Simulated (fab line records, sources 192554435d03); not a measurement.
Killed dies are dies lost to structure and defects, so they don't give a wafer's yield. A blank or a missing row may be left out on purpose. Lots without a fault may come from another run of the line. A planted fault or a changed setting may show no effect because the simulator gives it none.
Chamber matching | flow n5_finfet | N5_MOL_CONTACT_COAG_ETCH_67 on rie_diel-02: 4 sister chambers
The step etches SOC in N2/H2, target depth 60 nm, overetch 21 nm, time 101.2 s. 4 wafers are shown with their chamber, then 10 later ones without.

WAFERS WITH THEIR CHAMBER
wafer  | chamber | drypump_motor_current_A (A)
L080.4 | 2       | 5.8
L082.1 | 0       | 5.4
L083.2 | 1       | 4.9
L083.5 | 3       | 5.4

WAFERS WITHOUT THEIR CHAMBER
wafer  | drypump_motor_current_A (A)
L083.6 | 4.9
L090.1 | 4.9
L090.2 | 5.4
L090.5 | 5.4
L091.2 | 4.9
L091.4 | 5.5
L091.6 | 4.9
L095.2 | 5.5
L095.4 | 5.4
L095.5 | 5.8

WHICH CHAMBER EACH WENT THROUGH
wafer  | from the rows above     | in truth
L083.6 | 1                       | 1
L090.1 | 1                       | 1
L090.2 | can't be placed: 0 or 3 | 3
L090.5 | can't be placed: 0 or 3 | 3
L091.2 | 1                       | 1
L091.4 | can't be placed: 0 or 3 | 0
L091.6 | 1                       | 1
L095.2 | can't be placed: 0 or 3 | 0
L095.4 | can't be placed: 0 or 3 | 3
L095.5 | 2                       | 2
Placed correctly: 5 of 10. Can't be placed from these rows: 5 (the true chamber is among the candidates in 5). Placed wrongly: 0.
How it was worked out, from the rows above alone: a wafer's distance from a chamber is the root of the sum, over the readings, of the square of ((its reading less the chamber's mean) divided by the reading's scatter). The wafer belongs to the nearest chamber; if the next one is less than 2 further off, it can't be placed. A chamber's mean is the mean of its shown wafers. The scatter: with one shown wafer a chamber, the root of the mean of the squares of how far each hidden wafer lies from its nearest shown one.
